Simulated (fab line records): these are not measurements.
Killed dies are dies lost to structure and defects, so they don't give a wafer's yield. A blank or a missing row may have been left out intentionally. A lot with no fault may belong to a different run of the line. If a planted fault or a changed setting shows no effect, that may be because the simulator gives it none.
fab line records + flow n5-finfet
record:
- lots: 10
- wafers: 29
- last-day: 17
route steps=1938 shown MOL_CONTACT_COAG@540 BEOL_M4@1111 PASSIVATION@1936
lots untouched by any fault: they come from a run of this same line in which no faults occurred
start-h: start of the lot's first displayed wafer, in hours after the record's first day + wait-h: time in hours since the lot's previous step + " the same as in the row above + L1.1+2: one row covering several wafers at once + - no value, or no start given + * or withheld: withheld + < > ~ a bound
route shown NAME@n: names a module that has steps shown in the file, with the first one's number in the route + usual: mean and standard deviation over wafers with no fault + same: alike in all rows + chamber/n: place in a boat + sites: the reading at each site + _std_site: standard deviation across them + _edge_site: inner sites' mean taken away from outer sites' mean + radius-mm: for every site, how far away it sits from the centre of the wafer + mask NAME#n: copy n + behind: tool/chamber where the wafer was last shaped + hold: what put the lot on hold/how long, in hours/how the hold closed + device: transistor that didn't switch, given as n, p or np + end of line: the same wafers' tests at the end of the route + a step without rows: its recipe alone + killed: dies lost to structure and defects at the first sort, not the wafer's yield + map: the dies of a wafer, with x for killed, . for not killed, _ for no die there
set.NAME: setting as actually run; set.NAME@STEP: the setting as run at that earlier step + model.NAME: the simulator's own value behind a step, which no gauge read
a sample of lots followed through the steps of the route, with each step as a table and each wafer as a row
services: when a tool's chamber went out of use (start-h, in hours from the record's first day, below 0 if earlier), for how many hours, and the reason
== steps ==
step: N5_MOL_CONTACT_COAG_CD_MEAS_99
recipe:
- target-cd-nm: 17.2
- polarity: opening
usual:
- cd-nm: 17.1/0.31
| lot.wafer | tool      | chamber | start-h | wait-h | cd-nm |
|-----------|-----------|---------|---------|--------|-------|
| L432.2    | cd-sem-01 | -       | 96.69   | -      | 17.1  |
| L432.4    | "         | -       | "       | "      | 17.0  |
| L432.6    | "         | -       | "       | "      | 17.1  |
| L434.1    | cd-sem-03 | -       | 109.37  | -      | 17.9  |
| L434.2    | "         | -       | "       | "      | 16.6  |
| L434.5    | "         | -       | "       | "      | 17.1  |
| L435.2    | cd-sem-01 | -       | 117.32  | -      | 17.1  |
| L435.6    | "         | -       | "       | "      | 16.9  |
| L437.2    | cd-sem-03 | -       | 131.62  | -      | 17.5  |
| L437.5    | "         | -       | "       | "      | 16.9  |
| L437.6    | "         | -       | "       | "      | 17.1  |
| L439.1    | cd-sem-01 | -       | 138.27  | -      | 17.2  |
| L439.3    | "         | -       | "       | "      | 17.1  |
| L439.5    | "         | -       | "       | "      | 16.7  |
| L440.1    | cd-sem-03 | -       | 144.11  | -      | 17.4  |
| L440.3    | "         | -       | "       | "      | 17.4  |
| L440.4    | "         | -       | "       | "      | 17.4  |
| L446.2    | cd-sem-01 | -       | 184.69  | -      | 17.2  |
| L446.3    | "         | -       | "       | "      | 17.3  |
| L446.5    | "         | -       | "       | "      | 17.3  |
| L449.1    | cd-sem-01 | -       | 196.61  | -      | 16.7  |
| L449.2    | "         | -       | "       | "      | 17.0  |
| L449.3    | "         | -       | "       | "      | 17.1  |
| L448.1    | cd-sem-03 | -       | 197.42  | -      | 16.8  |
| L448.2    | "         | -       | "       | "      | 17.2  |
| L448.3    | "         | -       | "       | "      | 17.0  |
| L451.1    | cd-sem-01 | -       | 213.30  | -      | 16.8  |
| L451.5    | "         | -       | "       | "      | 16.9  |
| L451.6    | "         | -       | "       | "      | 16.6  |
step: N5_MOL_CONTACT_COAG_TI_SIL_19
recipe:
- material: Ti
- target-thk-a: 42
- temp-c: 200
- chamber-pressure-pa: 5
- power-w: 5000
- time-s: 15
usual:
- substrate-temp-c: 200.01/0.18
- throttle-valve-pct: 29.6/1.2
| lot.wafer | tool           | chamber | start-h | wait-h | substrate-temp-c | throttle-valve-pct |
|-----------|----------------|---------|---------|--------|------------------|--------------------|
| L432.2    | pvd-sputter-02 | -       | 99.37   | 2.2    | 199.70           | 28.0               |
| L432.4    | "              | -       | "       | "      | 199.82           | 28.9               |
| L432.6    | "              | -       | "       | "      | 199.95           | 31.3               |
| L434.1    | pvd-sputter-02 | -       | 109.85  | 0.2    | 200.15           | 31.3               |
| L434.2    | "              | -       | "       | "      | 200.00           | 30.9               |
| L434.5    | "              | -       | "       | "      | 200.05           | 29.0               |
| L435.2    | pvd-sputter-01 | -       | 117.77  | 0.1    | 199.92           | 31.2               |
| L435.6    | "              | -       | "       | "      | 199.93           | 30.9               |
| L437.2    | pvd-sputter-02 | -       | 132.15  | 0.2    | 199.79           | 30.9               |
| L437.5    | "              | -       | "       | "      | 199.71           | 31.0               |
| L437.6    | "              | -       | "       | "      | 200.00           | 28.1               |
| L439.1    | pvd-sputter-01 | -       | 138.97  | 0.2    | 199.76           | 28.4               |
| L439.3    | "              | -       | "       | "      | 200.13           | 27.9               |
| L439.5    | "              | -       | "       | "      | 199.94           | 30.9               |
| L440.1    | pvd-sputter-02 | -       | 144.98  | 0.2    | 200.11           | 28.9               |
| L440.3    | "              | -       | "       | "      | 199.98           | 27.7               |
| L440.4    | "              | -       | "       | "      | 199.72           | 30.9               |
| L446.2    | pvd-sputter-02 | -       | 185.94  | 0.2    | 199.63           | 31.0               |
| L446.3    | "              | -       | "       | "      | 200.14           | 27.9               |
| L446.5    | "              | -       | "       | "      | 199.90           | 28.1               |
| L449.1    | pvd-sputter-01 | -       | 198.09  | 0.6    | 200.17           | 28.5               |
| L449.2    | "              | -       | "       | "      | 199.95           | 28.2               |
| L449.3    | "              | -       | "       | "      | 199.78           | 29.7               |
| L448.1    | pvd-sputter-01 | -       | 198.49  | 0.3    | 200.18           | 29.9               |
| L448.2    | "              | -       | "       | "      | 199.74           | 30.9               |
| L448.3    | "              | -       | "       | "      | 200.04           | 28.4               |
| L451.1    | pvd-sputter-02 | -       | 213.87  | 0.3    | 199.94           | 29.3               |
| L451.5    | "              | -       | "       | "      | 199.69           | 29.1               |
| L451.6    | "              | -       | "       | "      | 200.06           | 31.0               |
step: N5_MOL_CONTACT_COAG_PRE_CLEAN_141
recipe:
- gas: H2/He
- time-s: 60
- temp-c: 300
usual:
- heater-power-w: 477/55
| lot.wafer | tool           | chamber | start-h | wait-h | heater-power-w |
|-----------|----------------|---------|---------|--------|----------------|
| L432.2    | pvd-sputter-02 | -       | 100.89  | 1.0    | 440            |
| L432.4    | "              | -       | "       | "      | 511            |
| L432.6    | "              | -       | "       | "      | 388            |
| L434.1    | pvd-sputter-02 | -       | 111.07  | 0.6    | 395            |
| L434.2    | "              | -       | "       | "      | 449            |
| L434.5    | "              | -       | "       | "      | 391            |
| L435.2    | pvd-sputter-03 | -       | 118.74  | 0.3    | 511            |
| L435.6    | "              | -       | "       | "      | 492            |
| L437.2    | pvd-sputter-01 | -       | 132.97  | 0.2    | 445            |
| L437.5    | "              | -       | "       | "      | 492            |
| L437.6    | "              | -       | "       | "      | 539            |
| L439.1    | pvd-sputter-03 | -       | 140.69  | 1.1    | 438            |
| L439.3    | "              | -       | "       | "      | 483            |
| L439.5    | "              | -       | "       | "      | 440            |
| L440.1    | pvd-sputter-03 | -       | 146.03  | 0.5    | 505            |
| L440.3    | "              | -       | "       | "      | 441            |
| L440.4    | "              | -       | "       | "      | 412            |
| L446.2    | pvd-sputter-02 | -       | 188.44  | 1.9    | 438            |
| L446.3    | "              | -       | "       | "      | 587            |
| L446.5    | "              | -       | "       | "      | 426            |
| L449.1    | pvd-sputter-02 | -       | 199.08  | 0.4    | 431            |
| L449.2    | "              | -       | "       | "      | 513            |
| L449.3    | "              | -       | "       | "      | 596            |
| L448.1    | pvd-sputter-01 | -       | 199.67  | 0.7    | 448            |
| L448.2    | "              | -       | "       | "      | 522            |
| L448.3    | "              | -       | "       | "      | 489            |
| L451.1    | pvd-sputter-03 | -       | 216.22  | 1.7    | 442            |
| L451.5    | "              | -       | "       | "      | 498            |
| L451.6    | "              | -       | "       | "      | 438            |
step: N5_MOL_CONTACT_COAG_PECVD_31
recipe:
- material: SiO2
- target-thk-a: 460
- temp-c: 400
- precursor: TEOS/O2
- pressure-torr: 6.5
- rf-w: withheld
- teos-flow-sccm: withheld
- gas: O2
- flow-sccm: 2650
- time-s: 8.9
usual:
- susceptor-temp-C: 399.99/0.22
| lot.wafer | tool     | chamber | start-h | wait-h | susceptor-temp-C |
|-----------|----------|---------|---------|--------|------------------|
| L432.2    | pecvd-03 | 2       | 107.74  | 0.3    | 399.67           |
| L432.4    | "        | 0       | "       | "      | 400.18           |
| L432.6    | "        | 1       | "       | "      | 400.15           |
| L434.1    | pecvd-04 | 2       | 117.62  | 0.3    | 399.75           |
| L434.2    | "        | 1       | "       | "      | 399.93           |
| L434.5    | "        | 1       | "       | "      | 400.09           |
| L435.2    | pecvd-01 | 2       | 123.94  | 0.3    | 399.84           |
| L435.6    | "        | 0       | "       | "      | 399.49           |
| L437.2    | pecvd-04 | 2       | 140.30  | 0.3    | 400.47           |
| L437.5    | "        | 1       | "       | "      | 399.95           |
| L437.6    | "        | 0       | "       | "      | 400.14           |
| L439.1    | pecvd-04 | 1       | 149.09  | 0.3    | 400.46           |
| L439.3    | "        | 2       | "       | "      | 399.61           |
| L439.5    | "        | 2       | "       | "      | 399.81           |
| L440.1    | pecvd-03 | 1       | 152.51  | 0.3    | 400.14           |
| L440.3    | "        | 2       | "       | "      | 400.17           |
| L440.4    | "        | 0       | "       | "      | 400.07           |
| L446.2    | pecvd-03 | 0       | 195.44  | 0.3    | 399.82           |
| L446.3    | "        | 2       | "       | "      | 399.52           |
| L446.5    | "        | 1       | "       | "      | 399.90           |
| L449.1    | pecvd-03 | 1       | 205.81  | 0.3    | 400.18           |
| L449.2    | "        | 0       | "       | "      | 400.27           |
| L449.3    | "        | 2       | "       | "      | 400.29           |
| L448.1    | pecvd-04 | 0       | 206.36  | 0.3    | 414.83           |
| L448.2    | "        | 1       | "       | "      | 399.79           |
| L448.3    | "        | 2       | "       | "      | 400.05           |
| L451.1    | pecvd-04 | 0       | 223.32  | 0.3    | 414.58           |
| L451.5    | "        | 2       | "       | "      | 399.88           |
| L451.6    | "        | 0       | "       | "      | 414.95           |
step: N5_MOL_CONTACT_COAG_THK_MEAS_53
recipe:
- reads: SiO2_of_MOL_CONTACT_COAG_PECVD_31
usual:
- VIA_MOL_THK: 44.0/0.7
| lot.wafer | tool          | chamber | start-h | wait-h | VIA_MOL_THK[nm] |
|-----------|---------------|---------|---------|--------|-----------------|
| L432.2    | film-metro-01 | -       | 113.49  | -      | 43.8            |
| L432.4    | "             | -       | "       | "      | 44.0            |
| L432.6    | "             | -       | "       | "      | 44.1            |
| L434.1    | film-metro-01 | -       | 122.30  | -      | 43.9            |
| L434.2    | "             | -       | "       | "      | 44.0            |
| L434.5    | "             | -       | "       | "      | 44.7            |
| L435.2    | film-metro-02 | -       | 127.54  | -      | 43.2            |
| L435.6    | "             | -       | "       | "      | 43.7            |
| L437.2    | film-metro-02 | -       | 145.03  | -      | 44.2            |
| L437.5    | "             | -       | "       | "      | 44.5            |
| L437.6    | "             | -       | "       | "      | 45.4            |
| L439.1    | film-metro-01 | -       | 152.49  | -      | 43.8            |
| L439.3    | "             | -       | "       | "      | 43.6            |
| L439.5    | "             | -       | "       | "      | 44.4            |
| L440.1    | film-metro-01 | -       | 155.91  | -      | 42.5            |
| L440.3    | "             | -       | "       | "      | 42.7            |
| L440.4    | "             | -       | "       | "      | 43.5            |
| L446.2    | film-metro-01 | -       | 198.97  | -      | 43.9            |
| L446.3    | "             | -       | "       | "      | 43.8            |
| L446.5    | "             | -       | "       | "      | 44.6            |
| L449.1    | film-metro-02 | -       | 209.25  | -      | 43.7            |
| L449.2    | "             | -       | "       | "      | 43.9            |
| L449.3    | "             | -       | "       | "      | 43.9            |
| L448.1    | film-metro-01 | -       | 210.39  | -      | 39.8            |
| L448.2    | "             | -       | "       | "      | 43.5            |
| L448.3    | "             | -       | "       | "      | 43.2            |
| L451.1    | film-metro-01 | -       | 226.85  | -      | 40.0            |
| L451.5    | "             | -       | "       | "      | 44.3            |
| L451.6    | "             | -       | "       | "      | 40.9            |
step: N5_BEOL_M4_RC_MEAS_101
usual:
- DIBL_N: 36.0/1.9
- DIBL_P: 36.0/2.1
- IOFF_N: 0.155/0.029
- IOFF_P: 0.20/0.032
- ION_N: 672/11
- ION_P: 461/6.9
- SS_N: 71.5/0.58
- SS_P: 73.2/0.64
- VT_N: 250.4/2.9
- VT_P: -251.0/2.8
| lot.wafer | tool      | chamber | start-h | wait-h | DIBL_N[mV/V] | DIBL_P[mV/V] | IOFF_N[nA/um] | IOFF_P[nA/um] | ION_N[uA/um] | ION_P[uA/um] | SS_N[mV/dec] | SS_P[mV/dec] | VT_N[mV] | VT_P[mV] |
|-----------|-----------|---------|---------|--------|--------------|--------------|---------------|---------------|--------------|--------------|--------------|--------------|----------|----------|
| L432.2    | prober-02 | 0       | 185.41  | 0.2    | 36.5         | 35.3         | 0.129         | 0.19          | 654          | 452          | 71.4         | 73.9         | 254.5    | -251.4   |
| L432.4    | "         | 0       | "       | "      | 34.5         | 33.6         | 0.114         | 0.18          | 672          | 470          | 71.0         | 72.9         | 254.6    | -251.4   |
| L432.6    | "         | 0       | "       | "      | 34.4         | 33.3         | 0.112         | 0.17          | 666          | 462          | 70.8         | 72.3         | 254.9    | -253.8   |
| L434.1    | prober-02 | 0       | 187.11  | 0.0    | 38.1         | 39.4         | 0.192         | 0.26          | 696          | 475          | 71.6         | 74.1         | 247.3    | -244.9   |
| L434.2    | "         | 0       | "       | "      | 39.6         | 40.4         | 0.218         | 0.27          | 682          | 466          | 72.0         | 73.4         | 244.8    | -248.1   |
| L434.5    | "         | 0       | "       | "      | 39.5         | 39.7         | 0.213         | 0.27          | 705          | 478          | 71.0         | 73.7         | 247.4    | -247.3   |
| L435.2    | prober-01 | 0       | 210.12  | 0.2    | 34.8         | 34.1         | 0.124         | 0.19          | 666          | 460          | 71.1         | 72.9         | 252.0    | -249.1   |
| L435.6    | "         | 0       | "       | "      | 36.1         | 35.2         | 0.143         | 0.20          | 660          | 460          | 71.8         | 73.1         | 251.5    | -249.3   |
| L437.2    | prober-01 | 0       | 221.08  | 0.2    | 34.8         | 33.1         | 0.127         | 0.15          | 676          | 453          | 70.1         | 72.5         | 249.6    | -256.0   |
| L437.5    | "         | 0       | "       | "      | 37.0         | 35.7         | 0.158         | 0.19          | 684          | 462          | 71.7         | 73.2         | 250.7    | -252.9   |
| L437.6    | "         | 0       | "       | "      | 38.5         | 36.5         | 0.182         | 0.20          | 675          | 454          | 71.5         | 73.5         | 249.8    | -251.3   |
| L439.1    | prober-01 | 0       | 227.73  | 0.0    | 38.1         | 38.0         | 0.178         | 0.22          | 688          | 468          | 71.8         | 73.3         | 247.4    | -249.7   |
| L439.3    | "         | 0       | "       | "      | 35.3         | 34.2         | 0.125         | 0.17          | 671          | 459          | 71.0         | 72.6         | 253.8    | -253.8   |
| L439.5    | "         | 0       | "       | "      | 37.7         | 37.6         | 0.177         | 0.21          | 690          | 464          | 71.1         | 73.1         | 247.6    | -250.1   |
| L440.1    | prober-01 | 0       | 240.97  | 0.0    | 36.0         | 37.2         | 0.153         | 0.21          | 688          | 469          | 70.9         | 74.1         | 249.2    | -248.9   |
| L440.3    | "         | 0       | "       | "      | 35.7         | 36.8         | 0.155         | 0.22          | 672          | 467          | 71.1         | 73.8         | 250.3    | -250.4   |
| L440.4    | "         | 0       | "       | "      | 34.6         | 35.8         | 0.135         | 0.20          | 665          | 466          | 71.5         | 73.6         | 251.7    | -249.1   |
| L446.2    | prober-01 | 0       | 264.08  | 0.2    | 36.6         | 38.4         | 0.167         | 0.22          | 683          | 465          | 71.1         | 73.3         | 248.6    | -251.8   |
| L446.3    | "         | 0       | "       | "      | 35.1         | 36.3         | 0.144         | 0.18          | 680          | 463          | 71.1         | 73.1         | 249.2    | -254.8   |
| L446.5    | "         | 0       | "       | "      | 34.9         | 36.3         | 0.143         | 0.19          | 673          | 463          | 71.4         | 72.7         | 248.6    | -253.8   |
| L449.1    | prober-02 | 0       | 283.94  | 0.0    | 36.7         | 37.7         | 0.173         | 0.23          | 684          | 470          | 71.7         | 73.8         | 248.6    | -248.9   |
| L449.2    | "         | 0       | "       | "      | 37.2         | 38.2         | 0.186         | 0.24          | 669          | 460          | 71.4         | 74.2         | 245.9    | -247.8   |
| L449.3    | "         | 0       | "       | "      | 38.1         | 40.4         | 0.202         | 0.28          | 688          | 475          | 72.0         | 74.6         | 245.9    | -245.5   |
| L448.1    | prober-01 | 0       | 285.18  | 0.0    | 35.9         | 37.6         | 0.158         | 0.19          | 682          | 463          | 71.7         | 73.3         | 251.3    | -253.3   |
| L448.2    | "         | 0       | "       | "      | 37.4         | 38.4         | 0.185         | 0.20          | 674          | 457          | 71.9         | 74.1         | 250.6    | -255.3   |
| L448.3    | "         | 0       | "       | "      | 35.4         | 37.0         | 0.133         | 0.17          | 658          | 456          | 71.7         | 73.5         | 255.4    | -255.4   |
| L451.1    | prober-02 | 0       | 303.98  | 0.0    | 38.0         | 36.8         | 0.169         | 0.22          | 676          | 469          | 72.0         | 73.9         | 249.1    | -247.3   |
| L451.5    | "         | 0       | "       | "      | 36.2         | 35.3         | 0.148         | 0.20          | 673          | 462          | 70.9         | 73.6         | 250.4    | -249.4   |
| L451.6    | "         | 0       | "       | "      | 38.5         | 37.9         | 0.187         | 0.23          | 679          | 460          | 71.9         | 74.0         | 246.4    | -247.4   |
step: N5_PASSIVATION_PROBE_49
usual:
- defect-limited-yield: 91.0/1.5
- killed_at_M0_to_M3: 33/9.4
- killed_at_M4_up: 14/4.8
- killed-at-contacts: 13/7.3
- killed-at-front-end: 43/13
- killed-at-other: 3.6/2.9
- killed-dies: 106/18
- killed-open: 69/13
- killed-short: 35/8.2
- sort_bin_5_function: 5.3/1
- sort_bin_6_memory: 3.3/0.68
- sort-n-pass: 1074/18
- sort-yield-pct: 91.0/1.5
same:
- gross-dies: 1180
- killed-at-back-side: 0
- sort_bin_4_leakage[%]: 0
- sort_bin_8_speed[%]: 0
| lot.wafer | tool      | chamber | start-h | wait-h | defect-limited-yield[%] | killed_at_M0_to_M3 | killed_at_M4_up | killed-at-contacts | killed-at-front-end | killed-at-other | killed-dies | killed-open | killed-short | sort_bin_5_function[%] | sort_bin_6_memory[%] | sort-n-pass | sort-yield-pct[%] |
|-----------|-----------|---------|---------|--------|-------------------------|--------------------|-----------------|--------------------|---------------------|-----------------|-------------|-------------|--------------|------------------------|----------------------|-------------|-------------------|
| L432.2    | prober-01 | -       | 280.47  | 0.1    | 88.5                    | 26                 | 25              | 30                 | 48                  | 7               | 136         | 102         | 33           | 7.5                    | 3.8                  | 1044        | 88.5              |
| L432.4    | prober-01 | -       | 280.57  | 0.2    | 90.3                    | 23                 | 13              | 33                 | 43                  | 2               | 114         | 76          | 37           | 5.8                    | 3.4                  | 1066        | 90.3              |
| L432.6    | prober-01 | -       | 280.67  | 0.3    | 88.9                    | 48                 | 23              | 21                 | 38                  | 1               | 131         | 89          | 42           | 6.1                    | 4.7                  | 1049        | 88.9              |
| L434.1    | prober-01 | -       | 289.43  | 0.0    | 93.2                    | 18                 | 16              | 5                  | 31                  | 10              | 80          | 56          | 24           | 4.3                    | 2.2                  | 1100        | 93.2              |
| L434.2    | prober-01 | -       | 289.48  | 0.1    | 93.2                    | 21                 | 20              | 6                  | 29                  | 4               | 80          | 48          | 32           | 3.9                    | 2.4                  | 1100        | 93.2              |
| L434.5    | prober-01 | -       | 289.63  | 0.2    | 92.1                    | 35                 | 14              | 14                 | 28                  | 2               | 93          | 58          | 33           | 4.4                    | 3.2                  | 1087        | 92.1              |
| L439.1    | prober-01 | -       | 325.56  | 0.0    | 90.1                    | 37                 | 16              | 16                 | 45                  | 3               | 117         | 72          | 44           | 6.4                    | 2.9                  | 1063        | 90.1              |
| L439.3    | prober-01 | -       | 325.66  | 0.1    | 91.0                    | 35                 | 13              | 7                  | 46                  | 5               | 106         | 68          | 38           | 5.1                    | 3.6                  | 1074        | 91.0              |
| L439.5    | prober-01 | -       | 325.76  | 0.2    | 93.7                    | 18                 | 13              | 7                  | 31                  | 5               | 74          | 42          | 32           | 3.2                    | 2.8                  | 1106        | 93.7              |
| L440.1    | prober-01 | -       | 350.89  | 0.0    | 92.1                    | 27                 | 13              | 18                 | 34                  | 1               | 93          | 68          | 25           | 4.9                    | 2.5                  | 1087        | 92.1              |
| L446.2    | prober-01 | -       | 360.96  | 0.1    | 92.4                    | 36                 | 12              | 4                  | 36                  | 2               | 90          | 55          | 31           | 4.0                    | 3.2                  | 1090        | 92.4              |
| L446.3    | prober-01 | -       | 361.01  | 0.1    | 90.5                    | 48                 | 21              | 9                  | 33                  | 1               | 112         | 74          | 34           | 5.1                    | 3.9                  | 1068        | 90.5              |
| L446.5    | prober-01 | -       | 361.11  | 0.2    | 91.8                    | 40                 | 10              | 12                 | 24                  | 11              | 97          | 70          | 23           | 4.7                    | 3.1                  | 1083        | 91.8              |
| L448.1    | prober-02 | -       | 388.38  | 0.0    | 92.1                    | 25                 | 11              | 14                 | 36                  | 7               | 93          | 59          | 33           | 4.2                    | 3.2                  | 1087        | 92.1              |
| L448.2    | prober-02 | -       | 388.43  | 0.1    | 89.2                    | 35                 | 17              | 7                  | 59                  | 9               | 127         | 82          | 42           | 5.8                    | 4.2                  | 1053        | 89.2              |
| L448.3    | prober-02 | -       | 388.48  | 0.1    | 89.3                    | 47                 | 20              | 16                 | 37                  | 6               | 126         | 79          | 45           | 5.8                    | 4.7                  | 1054        | 89.3              |
killed by level:class
L432.2 MOL_CONTACT_COAG:geometric-particle:open=27 BEOL_M4:geometric-particle:open=17 FIN_SAQP:geometric-particle:open=14 STI_FIN_REVEAL:geometric-particle:open=12 BEOL_M0_SAQP:geometric-particle:short=9 BEOL_M0_SAQP:geometric-particle:open=8 FIN_SAQP:geometric-particle:short=6 STI_FIN_REVEAL:geometric-particle:short=6
L432.4 MOL_CONTACT_COAG:geometric-particle:open=24 FIN_SAQP:geometric-particle:open=12 STI_FIN_REVEAL:geometric-particle:open=9 MOL_CONTACT_COAG:geometric-particle:short=9 BEOL_M3:geometric-particle:open=6 FIN_SAQP:geometric-particle:short=5 BEOL_M4:geometric-particle:open=5 BEOL_M2:geometric-particle:short=4
L432.6 MOL_CONTACT_COAG:geometric-particle:open=19 BEOL_M4:geometric-particle:open=13 BEOL_M0_SAQP:geometric-particle:open=10 BEOL_M0_SAQP:geometric-particle:short=10 BEOL_M1:geometric-particle:open=9 FIN_SAQP:geometric-particle:short=7 BEOL_M3:geometric-particle:open=6 FIN_SAQP:geometric-particle:open=4
L434.1 BEOL_M4:geometric-particle:open=14 STI_FIN_REVEAL:geometric-particle:open=10 GATE_CUT:geometric-particle:short=7 MOL_CONTACT_COAG:geometric-particle:open=5 BEOL_M2:geometric-particle:open=5 BEOL_M3:geometric-particle:open=4 MIM_TOP_ETCH:geometric-particle:short=4 GATE_CUT:geometric-particle:open=3
L434.2 BEOL_M4:geometric-particle:open=7 STI_FIN_REVEAL:geometric-particle:open=6 GATE_CUT:geometric-particle:short=6 MOL_CONTACT_COAG:geometric-particle:short=5 BEOL_M2:geometric-particle:open=5 GATE_CUT:geometric-particle:open=4 BEOL_M1:geometric-particle:open=4 BEOL_M4:geometric-particle:short=4
L434.5 MOL_CONTACT_COAG:geometric-particle:open=11 BEOL_M1:geometric-particle:open=11 BEOL_M3:geometric-particle:open=6 BEOL_M1:geometric-particle:short=5 DUMMY_GATE:geometric-particle:open=4 GATE_CUT:geometric-particle:short=4 BEOL_M0_SAQP:geometric-particle:short=4 BEOL_M2:geometric-particle:open=4
L439.1 BEOL_M2:geometric-particle:open=20 FIN_SAQP:geometric-particle:short=12 STI_FIN_REVEAL:geometric-particle:open=9 MOL_CONTACT_COAG:geometric-particle:open=9 BEOL_M4:geometric-particle:open=8 FIN_SAQP:geometric-particle:open=7 MOL_CONTACT_COAG:geometric-particle:short=7 BEOL_M0_SAQP:geometric-particle:short=6
L439.3 STI_FIN_REVEAL:geometric-particle:open=11 FIN_SAQP:geometric-particle:short=9 BEOL_M0_SAQP:geometric-particle:short=8 DUMMY_GATE:geometric-particle:open=7 BEOL_M0_SAQP:geometric-particle:open=7 BEOL_M3:geometric-particle:short=7 BEOL_M4:geometric-particle:open=7 BEOL_M3:geometric-particle:open=6
L439.5 FIN_SAQP:geometric-particle:short=9 BEOL_M4:geometric-particle:open=6 GATE_CUT:geometric-particle:short=6 BEOL_M2:geometric-particle:open=6 STI_FIN_REVEAL:geometric-particle:open=5 FIN_SAQP:geometric-particle:open=4 MOL_CONTACT_COAG:geometric-particle:short=4 MOL_CONTACT_COAG:geometric-particle:open=3
L440.1 MOL_CONTACT_COAG:geometric-particle:open=13 STI_FIN_REVEAL:geometric-particle:open=9 FIN_SAQP:geometric-particle:open=8 BEOL_M2:geometric-particle:open=6 BEOL_M5:geometric-particle:open=6 MOL_CONTACT_COAG:geometric-particle:short=5 FIN_SAQP:geometric-particle:short=4 BEOL_M1:geometric-particle:open=4
L446.2 STI_FIN_REVEAL:geometric-particle:open=12 BEOL_M3:geometric-particle:open=12 BEOL_M1:geometric-particle:open=7 BEOL_M0_SAQP:geometric-particle:short=6 GATE_CUT:geometric-particle:short=4 BEOL_M0_SAQP:geometric-particle:open=3 BEOL_M1:geometric-particle:short=3 BEOL_M2:geometric-particle:open=3
L446.3 BEOL_M0_SAQP:geometric-particle:open=13 BEOL_M1:geometric-particle:open=9 BEOL_M2:geometric-particle:open=8 FIN_SAQP:geometric-particle:short=6 GATE_CUT:geometric-particle:short=6 MOL_CONTACT_COAG:geometric-particle:open=6 BEOL_M0_SAQP:geometric-particle:short=6 BEOL_M3:geometric-particle:open=6
L446.5 BEOL_M3:geometric-particle:open=18 MOL_CONTACT_COAG:geometric-particle:open=11 STI_FIN_REVEAL:geometric-particle:open=7 BEOL_M1:geometric-particle:open=6 FIN_SAQP:geometric-particle:open=5 BEOL_M0_SAQP:geometric-particle:open=4 BEOL_M2:geometric-particle:open=4 BEOL_M3:geometric-particle:short=4
L448.1 MOL_CONTACT_COAG:geometric-particle:open=13 FIN_SAQP:geometric-particle:open=8 BEOL_M3:geometric-particle:open=7 BEOL_M0_SAQP:geometric-particle:open=6 STI_FIN_REVEAL:geometric-particle:open=5 BEOL_M0_SAQP:geometric-particle:short=5 FIN_SAQP:geometric-particle:short=4 BEOL_M3:geometric-particle:short=4
L448.2 FIN_SAQP:geometric-particle:short=14 STI_FIN_REVEAL:geometric-particle:open=14 FIN_SAQP:geometric-particle:open=9 BEOL_M4:geometric-particle:open=9 BEOL_M0_SAQP:geometric-particle:short=8 BEOL_M0_SAQP:geometric-particle:open=7 DUMMY_GATE:geometric-particle:open=6 STARTING-WAFER:geometric-particle:open=6
L448.3 MOL_CONTACT_COAG:geometric-particle:open=14 BEOL_M0_SAQP:geometric-particle:short=11 FIN_SAQP:geometric-particle:short=10 BEOL_M0_SAQP:geometric-particle:open=10 BEOL_M1:geometric-particle:open=8 BEOL_M2:geometric-particle:open=7 BEOL_M3:geometric-particle:open=6 GATE_CUT:geometric-particle:short=5
== services ==
| tool           | chamber | start-h | hours | kind                          |
|----------------|---------|---------|-------|-------------------------------|
| pvd-sputter-02 | -       | 85.31   | 2.8   | repair                        |
| pecvd-04       | 0       | 116.33  | 2.1   | scheduled-down                |
| pecvd-03       | -       | 136.71  | 1.1   | repair                        |
| pvd-sputter-03 | -       | 137.72  | 2.9   | repair                        |
| pecvd-03       | -       | 145.76  | 1.0   | repair                        |
| pecvd-04       | -       | 150.68  | 0.5   | repair                        |
| pvd-sputter-03 | -       | 164.10  | 7.1   | repair                        |
| pecvd-01       | 2       | 190.23  | 2.3   | repair                        |
| pecvd-01       | 2       | 192.53  | 5.5   | scheduled-down                |
| pecvd-04       | -       | 195.44  | 5.5   | pm                            |
| pecvd-01       | 2       | 202.38  | -     | clean                         |
| pecvd-01       | 2       | 202.38  | -     | consumable-replace:showerhead |
| pecvd-01       | 2       | 202.38  | 29.0  | scheduled-down                |
| pecvd-01       | 2       | 202.38  | 29.0  | vent-cycle                    |
| pecvd-04       | 0       | 217.44  | 5.5   | scheduled-down                |
== key ==
first-sign:
- step: N5_MOL_CONTACT_COAG_PECVD_31
- reading: susceptor-temp-C
- direction: up
- sigmas: 68
- usual: *
- struck: *
effect:
- step: N5_MOL_CONTACT_COAG_THK_MEAS_53
- reading: VIA_MOL_THK
- direction: down
- sigmas: 5.4
- usual: 44.0
- struck: 40.3
met-at N5_MOL_CONTACT_COAG_PECVD_31
struck-lots L448,L451
struck-wafers L448.1,L451.1,L451.6
not-acting-at N5_MOL_CONTACT_COAG_CD_MEAS_99,N5_MOL_CONTACT_COAG_TI_SIL_19,N5_MOL_CONTACT_COAG_PRE_CLEAN_141
onset-between 140.30 206.36
fault:
- kind: process-parameter-drift
- tool: pecvd-04
- chamber: 0
- onset-h: 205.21
- steps: N5_MOL_CONTACT_COAG_PECVD_31
- channel: temp-c
- offset: *
- shape: step
- end-h: 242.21
- acts-in: *
- stated: *
